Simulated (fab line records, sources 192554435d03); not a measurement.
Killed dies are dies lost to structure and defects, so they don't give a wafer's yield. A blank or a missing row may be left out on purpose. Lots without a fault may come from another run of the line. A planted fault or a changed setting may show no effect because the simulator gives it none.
fab line records | flow n5_finfet
record lots=5 wafers=15 last_day=18
route steps=1938 shown HKMG_FIN@436 PASSIVATION@1936
lots that met no fault: from a run of the same line without faults
start_h: hours from the record's first day to the start of the lot's first wafer shown | wait_h: hours since the lot's step before | " the same as in the row above | L1.1+2: a row that stands for several wafers | - no value, or no start given | * or withheld: withheld | < > ~ a bound
route shown NAME@n: a module of which the file shows steps, and the number in the route of the first | usual: mean/standard deviation of fault-free wafers | same: alike in all rows | chamber/n: place in a boat | sites: the reading at each site | _std_site: their standard deviation | _edge_site: outer sites' mean less inner sites' | radius_mm: how far each site lies from the wafer's centre | mask NAME#n: copy n | behind: the tool/chamber that last shaped the wafer | hold: why the lot was held/for how many hours/how that ended | device: the transistor (n, p or np) that didn't switch | end of line: the same wafers' tests at the end of the route | a step without rows: its recipe alone | killed: dies lost to structure and defects at the first sort, not the wafer's yield | map: a wafer's dies, x killed, . not, _ none there
set.NAME: the setting as run; set.NAME@STEP: as run at that earlier step | model.NAME: the simulator's own value behind a step, which no gauge read
lots at some steps of the route; a table a step, a row a wafer
services: from which hour (start_h, from the record's first day; less than 0 if before it) a tool's chamber was out of use, for how many hours, and why
## steps
# step N5_HKMG_FIN_STRIP_33
# recipe chemistry=N2/H2 temp_c=40 n2_flow_sccm=200 h2_flow_sccm=200 rf_frequency_hz=6e+07
# step N5_HKMG_FIN_STRIP_34
# recipe chemistry=CF4 resist=SiARC power_w=300 bias_power_w=75 pressure_mtorr=50 cf4_flow_sccm=150 rf_frequency_hz=6e+07
# usual drypump_motor_current_A=5.7/0.41 oes_product_au=0.77/0.094 rf_vpp_V=271.6/1.6 showerhead_plenum_p_Torr=1.81/0.06 throttle_valve_pct=13.65/0.29
# columns lot.wafer tool chamber start_h wait_h drypump_motor_current_A oes_product_au rf_hours_counter_h rf_vpp_V showerhead_plenum_p_Torr throttle_valve_pct
L120.3 rie_diel-05 1 91.72 0.0 5.5 0.71 204 270.4 1.79 13.85
L120.4 " 0 " " 6.1 0.70 214 269.7 1.70 13.57
L120.6 " 2 " " 6.1 0.76 - 271.8 1.85 13.70
L128.1 rie_diel-01 0 136.87 0.0 5.1 0.80 82 273.7 1.89 13.55
L128.2 " 1 " " 6.1 0.91 20 271.7 1.81 13.16
L128.3 " 3 " " 5.7 0.69 250 269.6 1.72 14.34
L134.3 rie_diel-03 1 172.13 0.0 6.1 0.67 281 270.6 1.77 13.65
L134.4 " 2 " " 5.2 0.67 - 269.8 1.76 13.90
L134.6 " 1 " " 6.1 0.67 - 268.7 1.77 13.64
L138.2 rie_diel-05 0 197.66 0.0 6.1 0.69 242 268.3 1.70 13.63
L138.3 " 1 " " 5.5 0.69 235 271.1 1.78 13.91
L138.6 " 2 " " 6.1 0.74 - 273.3 1.84 13.77
L140.1 rie_diel-03 1 210.27 0.0 6.1 1.00 1 270.3 1.77 13.00
L140.3 " 0 " " 6.2 0.68 216 272.1 1.86 13.93
L140.4 " 3 " " 5.1 0.72 - 270.9 1.72 13.95
# step N5_HKMG_FIN_ETCH_35
# recipe chemistry=N2/H2 target=SOC target_depth_a=2158 ion_energy_ev=65 bias_w=5 source_w=3000 time_s=243.4 pressure_mtorr=30 n2_flow_sccm=200 h2_flow_sccm=200
# step N5_HKMG_FIN_STRIP_92
# recipe chemistry=N2/H2 material=SOC time_s=20 power_w=500 temp_c=40 pressure_mtorr=50 rf_frequency_hz=6e+07 bias_power_w=8 h2_frac=0.5 n2_flow_sccm=300 h2_flow_sccm=300
# step N5_HKMG_FIN_WET_ETCH_18
# recipe chemistry=SC1 target=TiN mix=1:1:5 temp_c=* time_s=55 target_depth_nm=5.2 dry=ipa_marangoni rinse_time_s=30 rinse_temp_c=23
# step N5_HKMG_FIN_STRIP_19
# recipe chemistry=N2/H2 power_w=2500 temp_c=300 h2_frac=0.65 time_s=360 pressure_mtorr=withheld n2_flow_sccm=1750 h2_flow_sccm=3250
# usual drypump_motor_current_A=5.8/0.45 heater_power_w=500/40
# columns lot.wafer tool chamber start_h wait_h drypump_motor_current_A heater_power_w rf_hours_counter_h
L120.3 plasma_asher-01 1 92.15 0.1 5.3 437 -
L120.4 " 0 " " 5.5 501 -
L120.6 " 1 " " 5.3 412 -
L128.1 plasma_asher-01 0 137.22 0.0 5.6 510 47
L128.2 " 1 " " 5.3 418 47
L128.3 " 0 " " 5.6 514 -
L134.3 plasma_asher-01 1 172.57 0.1 5.3 409 -
L134.4 " 0 " " 5.6 509 -
L134.6 " 0 " " 5.5 507 -
L138.2 plasma_asher-02 1 197.97 0.0 5.7 504 111
L138.3 " 1 " " 5.7 496 -
L138.6 " 1 " " 5.7 509 -
L140.1 plasma_asher-02 1 210.59 0.0 5.7 498 114
L140.3 " 1 " " 5.7 505 -
L140.4 " 0 " " 6.4 530 -
# step N5_HKMG_FIN_ALD_91
# recipe material=TiN target_thk_a=10 temp_c=400 ald_precursor_family=TiCl4 ald_co_reactant=NH3 pulse_time_s=1 purge_time_s=3 co_reactant_purge_time_s=2 co_reactant_pulse_time_s=2 ald_cycles=47 pressure_torr=3
# usual ald_cycles=47/0 heater_power_w=853/93 precursor_pulse_height_rel=1.003/0.021 susceptor_temp_C=399.97/0.22
# columns lot.wafer tool chamber start_h wait_h ald_cycles heater_power_w precursor_pulse_height_rel susceptor_temp_C
L120.3 ald_metal-04 2 92.42 0.2 47 938 1.013 399.75
L120.4 " 0 " " 47 845 0.996 400.28
L120.6 " 1 " " 47 969 1.001 399.96
L128.1 ald_metal-02 2 137.60 0.3 47 732 1.001 399.91
L128.2 " 1 " " 47 762 0.979 400.00
L128.3 " 0 " " 47 748 1.016 399.84
L134.3 ald_metal-02 0 172.83 0.1 47 755 0.998 400.21
L134.4 " 2 " " 47 719 0.999 400.00
L134.6 " 0 " " 47 734 1.000 400.13
L138.2 ald_metal-03 2 198.36 0.3 47 878 1.022 400.08
L138.3 " 1 " " 47 982 1.021 399.68
L138.6 " 2 " " 47 865 1.054 399.91
L140.1 ald_metal-02 0 210.97 0.3 47 746 1.012 400.04
L140.3 " 1 " " 47 795 0.984 400.15
L140.4 " 2 " " 47 738 1.022 400.32
# step N5_HKMG_FIN_COAT_85
# recipe resist=SOC temp_c=250 time_s=60 spin_rpm=1500 resist_thk_nm=300
# step N5_HKMG_FIN_ETCH_86
# recipe chemistry=N2/H2 target=SOC target_depth_a=3932 stop_on=TiN ion_energy_ev=100 bias_w=61 pressure_mtorr=30 source_w=850 n2_flow_sccm=200 h2_flow_sccm=200
# usual drypump_motor_current_A=5.8/0.41 oes_product_au=0.75/0.083 rf_vpp_V=240.7/1.5 showerhead_plenum_p_Torr=2.53/0.1 throttle_valve_pct=17.84/0.19
# columns lot.wafer tool chamber start_h wait_h drypump_motor_current_A oes_product_au rf_hours_counter_h rf_vpp_V showerhead_plenum_p_Torr throttle_valve_pct
L120.3 rie_diel-05 3 92.76 - 6.1 0.73 179 238.7 2.42 17.71
L120.4 " 1 " " 5.5 0.69 205 240.2 2.50 17.85
L120.6 " 1 " " 5.5 0.70 - 240.2 2.50 17.85
L128.1 rie_diel-01 0 137.94 - 5.1 0.80 83 242.7 2.67 17.69
L128.2 " 1 " " 6.1 0.91 20 241.8 2.60 17.56
L128.3 " 2 " " 5.5 0.92 25 241.9 2.60 17.60
L134.3 rie_diel-05 2 173.17 - 6.1 0.74 170 241.3 2.64 17.98
L134.4 " 3 " " 6.1 0.72 200 238.1 2.41 17.73
L134.6 " 1 " " 5.5 0.68 - 240.6 2.49 17.89
L138.2 rie_diel-03 2 198.70 - 5.2 0.66 261 239.2 2.48 18.03
L138.3 " 2 " " 5.2 0.66 - 239.6 2.48 18.00
L138.6 " 3 " " 5.1 0.71 - 239.2 2.41 17.98
L140.1 rie_diel-03 0 211.31 - 6.2 0.69 217 239.6 2.62 18.05
L140.3 " 1 " " 6.1 0.99 1 240.4 2.50 17.25
L140.4 " 0 " " 6.2 0.68 - 243.0 2.62 18.05
# step N5_HKMG_FIN_STRIP_89
# recipe chemistry=N2/H2 material=SOC time_s=20 power_w=500 temp_c=40 pressure_mtorr=50 rf_frequency_hz=6e+07 bias_power_w=8 h2_frac=0.5 n2_flow_sccm=300 h2_flow_sccm=300
# step N5_HKMG_FIN_WET_ETCH_87
# recipe chemistry=SC1 target=TiN mix=1:2:40 temp_c=50 time_s=154.2 target_depth_nm=4.7 dry=ipa_marangoni rinse_time_s=30 rinse_temp_c=23
# step N5_HKMG_FIN_STRIP_88
# recipe chemistry=N2/H2 power_w=2500 temp_c=300 h2_frac=0.65 time_s=360 pressure_mtorr=withheld n2_flow_sccm=1750 h2_flow_sccm=3250
# usual drypump_motor_current_A=5.7/0.43 heater_power_w=492/43
# columns lot.wafer tool chamber start_h wait_h drypump_motor_current_A heater_power_w rf_hours_counter_h
L120.3 plasma_asher-02 1 93.13 0.1 5.7 509 -
L120.4 " 0 " " 6.4 540 -
L120.6 " 1 " " 5.7 504 -
L128.1 plasma_asher-02 0 138.19 0.0 6.5 536 100
L128.2 " 1 " " 5.7 498 100
L128.3 " 0 " " 6.4 536 -
L134.3 plasma_asher-01 1 173.54 0.1 5.3 424 -
L134.4 " 0 " " 5.5 503 -
L134.6 " 1 " " 5.3 426 -
L138.2 plasma_asher-01 0 199.01 0.0 5.5 531 59
L138.3 " 0 " " 5.5 514 -
L138.6 " 1 " " 5.3 415 -
L140.1 plasma_asher-02 0 211.56 0.0 6.4 533 114
L140.3 " 0 " " 6.5 550 -
L140.4 " 1 " " 5.7 495 -
# step N5_HKMG_FIN_NWFM_ALD_20
# recipe material=TiAlC target_thk_a=20 temp_c=300 ald_precursor_family=TiCl4 ald_co_reactant=TEA pulse_time_s=3 purge_time_s=2 co_reactant_purge_time_s=2 co_reactant_pulse_time_s=10 ald_cycles=7 pressure_torr=3
# usual ald_cycles=7/0 heater_power_w=489/51 precursor_pulse_height_rel=0.997/0.023 susceptor_temp_C=299.99/0.19
# columns lot.wafer tool chamber start_h wait_h ald_cycles heater_power_w precursor_pulse_height_rel susceptor_temp_C model.TiAlC_of_HKMG_FIN_NWFM_ALD_20.thk_nm
L120.3 ald_metal-02 2 93.40 0.1 7 407 0.955 300.04 2
L120.4 " 1 " " 7 438 0.954 300.24 2
L120.6 " 3 " " 7 450 0.979 299.71 2
L128.1 ald_metal-03 0 138.57 0.3 7 453 0.975 299.77 2
L128.2 " 2 " " 2 477 0.978 - 0.6
L128.3 " 3 " " 7 544 1.043 299.63 2
L134.3 ald_metal-02 1 173.80 0.1 7 432 1.001 299.95 2
L134.4 " 3 " " 7 447 0.992 299.77 2
L134.6 " 0 " " 7 420 0.995 299.77 2
L138.2 ald_metal-02 1 199.39 0.3 7 429 0.976 300.14 2
L138.3 " 2 " " 7 408 0.992 300.18 2
L138.6 " 1 " " 7 434 0.998 299.98 2
L140.1 ald_metal-03 1 211.95 0.3 7 557 0.990 300.04 2
L140.3 " 0 " " 7 437 1.016 300.27 2
L140.4 " 3 " " 7 546 1.036 300.03 2
# step N5_HKMG_FIN_ALD_71
# recipe material=TiN target_thk_a=10 temp_c=400 ald_precursor_family=TiCl4 ald_co_reactant=NH3 pulse_time_s=1 purge_time_s=3 co_reactant_purge_time_s=2 co_reactant_pulse_time_s=2 ald_cycles=47 pressure_torr=3
# step N5_PASSIVATION_PROBE_49
# usual killed_at_M0_to_M3=33/9.9 killed_at_M4_up=14/6.4 killed_at_contacts=12/7 killed_at_front_end=41/13 killed_at_other=3.1/2.9 killed_dies=103/20 killed_open=67/14 killed_short=34/9.4
# same gross_dies=1180 killed_at_back_side=0
# columns lot.wafer tool chamber start_h wait_h killed_at_M0_to_M3 killed_at_M4_up killed_at_contacts killed_at_front_end killed_at_other killed_dies killed_open killed_short
L128.1 prober-02 - 324.82 0.0 36 9 23 53 2 123 79 40
L128.2 prober-02 - 324.87 0.1 21 13 17 27 15 93 56 37
L128.3 prober-02 - 324.92 0.1 34 5 14 38 1 92 54 34
L138.2 prober-01 - 431.64 0.1 20 5 9 33 8 75 46 29
L138.3 prober-01 - 431.69 0.1 24 11 17 29 2 83 57 26
L138.6 prober-01 - 431.84 0.3 19 12 27 26 6 90 57 33
L140.1 prober-01 - 437.68 0.0 25 16 10 42 1 94 68 24
L140.3 prober-01 - 437.78 0.1 26 6 17 49 3 101 60 40
L140.4 prober-01 - 437.83 0.2 23 17 8 43 3 94 68 26
# killed by level:class
L128.1 MOL_CONTACT_COAG:geometric_particle:open=18 FIN_SAQP:geometric_particle:open=14 FIN_SAQP:geometric_particle:short=9 BEOL_M0_SAQP:geometric_particle:short=9 BEOL_M3:geometric_particle:open=8 BEOL_M0_SAQP:geometric_particle:open=8 MOL_CONTACT_COAG:geometric_particle:short=5 DUMMY_GATE:geometric_particle:open=4
L128.2 MOL_CONTACT_COAG:geometric_particle:open=12 FIN_SAQP:geometric_particle:open=9 FIN_SAQP:geometric_particle:short=7 BEOL_M1:geometric_particle:open=6 BEOL_M4:geometric_particle:open=6 PAD_METAL:geometric_particle:short=6 MOL_CONTACT_COAG:geometric_particle:short=5 BEOL_M0_SAQP:geometric_particle:short=4
L128.3 FIN_SAQP:geometric_particle:open=11 BEOL_M1:geometric_particle:open=9 MOL_CONTACT_COAG:geometric_particle:open=8 BEOL_M0_SAQP:geometric_particle:short=7 MOL_CONTACT_COAG:geometric_particle:short=6 DUMMY_GATE:geometric_particle:open=5 STI_FIN_REVEAL:geometric_particle:open=4 BEOL_M3:geometric_particle:open=4
L138.2 STI_FIN_REVEAL:geometric_particle:open=9 MOL_CONTACT_COAG:geometric_particle:open=9 FIN_SAQP:geometric_particle:short=6 BEOL_M0_SAQP:geometric_particle:short=5 BEOL_M0_SAQP:geometric_particle:open=5 BEOL_M2:geometric_particle:open=5 PAD_METAL:geometric_particle:short=5 FIN_SAQP:geometric_particle:open=3
L138.3 MOL_CONTACT_COAG:geometric_particle:open=17 STI_FIN_REVEAL:geometric_particle:open=8 STI_FIN_REVEAL:geometric_particle:short=5 BEOL_M3:geometric_particle:open=5 BEOL_M0_SAQP:geometric_particle:open=4 BEOL_M4:geometric_particle:open=4 DUMMY_GATE:geometric_particle:open=3 BEOL_M0_SAQP:geometric_particle:short=3
L138.6 MOL_CONTACT_COAG:geometric_particle:open=20 STI_FIN_REVEAL:geometric_particle:open=12 MOL_CONTACT_COAG:geometric_particle:short=7 BEOL_M3:geometric_particle:open=5 BEOL_M4:geometric_particle:open=5 BEOL_M1:geometric_particle:short=4 STI_FIN_REVEAL:geometric_particle:short=3 BEOL_M0_SAQP:geometric_particle:short=3
L140.1 FIN_SAQP:geometric_particle:open=16 FIN_SAQP:geometric_particle:short=9 STI_FIN_REVEAL:geometric_particle:open=9 MOL_CONTACT_COAG:geometric_particle:open=8 BEOL_M0_SAQP:geometric_particle:open=8 BEOL_M0_SAQP:geometric_particle:short=7 BEOL_M4:geometric_particle:open=6 BEOL_M2:geometric_particle:open=4
L140.3 MOL_CONTACT_COAG:geometric_particle:open=14 STI_FIN_REVEAL:geometric_particle:open=13 BEOL_M0_SAQP:geometric_particle:short=11 FIN_SAQP:geometric_particle:open=9 FIN_SAQP:geometric_particle:short=8 STARTING-WAFER:geometric_particle:short=5 DUMMY_GATE:geometric_particle:open=3 MOL_CONTACT_COAG:geometric_particle:short=3
L140.4 FIN_SAQP:geometric_particle:open=14 STI_FIN_REVEAL:geometric_particle:open=9 BEOL_M0:geometric_particle:open=6 MOL_CONTACT_COAG:geometric_particle:open=5 BEOL_M0_SAQP:geometric_particle:short=5 GATE_CUT:geometric_particle:short=4 BEOL_M0_SAQP:geometric_particle:open=4 BEOL_M1:geometric_particle:open=4
## services
# columns tool chamber start_h hours kind
rie_diel-01 2 79.65 27.8 repair
plasma_asher-01 - 82.60 2.8 pm
ald_metal-04 3 97.93 23.7 repair
ald_metal-02 - 99.82 2.8 pm
plasma_asher-01 - 112.36 0.9 repair
rie_diel-01 3 137.47 - clean
rie_diel-01 3 137.47 - consumable_replace:focus_ring
rie_diel-01 3 137.47 - consumable_replace:showerhead
rie_diel-01 3 137.47 16.5 scheduled_down
rie_diel-01 3 137.47 16.5 vent_cycle
plasma_asher-02 - 140.60 4.3 pm
rie_diel-05 - 147.61 14.6 pm
rie_diel-05 0 175.21 1.2 repair
ald_metal-02 0 175.38 3.0 repair
rie_diel-03 1 192.64 - clean
rie_diel-03 1 192.64 - consumable_replace:focus_ring
rie_diel-03 1 192.64 15.9 scheduled_down
rie_diel-03 1 192.64 15.9 vent_cycle
rie_diel-03 2 208.58 - clean
rie_diel-03 2 208.58 - consumable_replace:focus_ring
rie_diel-03 2 208.58 19.2 scheduled_down
rie_diel-03 2 208.58 19.2 vent_cycle
## key
first_sign step=N5_HKMG_FIN_NWFM_ALD_20 reading=ald_cycles direction=down sigmas=99+ usual=* struck=*
effect none on later readings
model_effect step=N5_HKMG_FIN_NWFM_ALD_20 value=TiAlC_of_HKMG_FIN_NWFM_ALD_20.thk_nm without=2 struck=0.6
met_at N5_HKMG_FIN_NWFM_ALD_20
struck_wafers L128.2
tester_left_out L128
fault kind=process_parameter_drift tool=ald_metal-03 chamber=2 onset_h=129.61 steps=N5_HKMG_FIN_NWFM_ALD_20 channel=ald_cycles offset=* shape=step end_h=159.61 acts_in=* stated=*
# tester_left_out: of these lots the tester's yield and bins aren't shown, on N5 and GAA mostly nor the transistor test; their killed dies are dies lost to structure and defects alone, not to doping, threshold or leakage, so they don't give the yield
